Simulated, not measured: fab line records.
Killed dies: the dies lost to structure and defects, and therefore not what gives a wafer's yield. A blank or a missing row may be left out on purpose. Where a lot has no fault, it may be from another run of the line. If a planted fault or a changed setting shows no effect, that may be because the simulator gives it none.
8D (eight disciplines) problem report, filled in by code    flow n5 finfet    the parts of the form that need people (team, actions taken, sign-off) are left out

== 1. PROBLEM STATEMENT ==
thk nm at N5_DUMMY_GATE_THK_MEAS_05 reads a mean of 47.6 nm on 6 wafers of 2 lots; wafers without a fault read 72.1 nm with a standard deviation of 1.2. Measured from the usual mean, that is -20 standard deviations.
First observed at day 6 04:33: wafer L282.1, on film metro-01. The record has a number at this step for 30 wafers belonging to 10 lots. Rule for "out" (also "out of limits"): further than 4 standard deviations from the usual mean. The other wafers with a number count as sound.

== 2. WHAT IT IS; WHAT IT IS NOT ==
question                     is                            is not
which readings at this step  thk nm                        -
which lots                   L282, L284                    L269, L275, L277, L278, L279, L281, L288, L291
which wafers of those lots   all that have a number        -
read on which gauges         film metro-01, film metro-02  -
when                         from day 6 04:33              up to then (18 sound wafers); but 6 sound wafers of L288, L291 came after

== 3. SUSPECTS, AND WHAT RULES EACH OUT ==
Counting: a tool stays on the suspect list if, at a process step up to the reading, it processed all lots that are out and no sound lot following the first of them.
- ruled out: the gauge at N5_DUMMY_GATE_THK_MEAS_05. 2 gauges (film metro-01, film metro-02) read the wafers that are out.
- lpcvd-01 at N5_DUMMY_GATE_CVD_03 (deposits a-Si from SiH4, target thk 150 nm, time 8042 s): ruled out as a lasting fault. The sound lots L288 went through it after L282, its earliest lot that is out (day 6 00:34).
Left after counting: nothing in the record.

== 4. THE CAUSE (what the simulator had put in) ==
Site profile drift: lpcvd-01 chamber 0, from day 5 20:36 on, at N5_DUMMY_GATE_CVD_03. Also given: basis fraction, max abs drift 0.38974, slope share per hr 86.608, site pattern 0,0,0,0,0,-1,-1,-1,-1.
The count ruled it out by mistake, since the rule takes a fault to strike every lot its tool runs from the start of the fault on, and this one did not do so.

== 5. THE EFFECT CHAIN, in route order ==
Each row: a reading whose mean over the struck wafers that have a number lies more than 3 standard deviations from the usual. Readings are gone through only where the record gives a usual standard deviation; hours: the median, over the lots, of the time from a lot's start at the first step in this table giving one to that lot's start at this step; sigmas: the change measured in usual standard deviations.
hours  step                       reading         usual       on struck wafers  change  sigmas
0      N5_DUMMY_GATE_THK_MEAS_05  thk nm          72.1 nm     47.6              -24.5   -20
5      N5_DUMMY_GATE_ETCH_44      oes product au  0.724 a.u.  0.605             -0.119  -11
27     N5_SDB_THK_MEAS_31         SDB_THK         64.3 nm     39.9              -24.4   -20
It contains these process steps:
- N5_DUMMY_GATE_ETCH_44: etches poly-Si in HBr/O2, stops on SiO2, target depth 127.5 nm.

== 6. WHAT WOULD HAVE CAUGHT IT SOONER ==
In this record the first reading out of limits at a measuring or inspecting step was taken at day 6 04:33, 8 hours after the fault began at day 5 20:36.
An alarm limit of 4 standard deviations would not have fired on the tool readings at N5_DUMMY_GATE_CVD_03 for which the record gives a usual standard deviation, since none of them was out on any struck wafer.
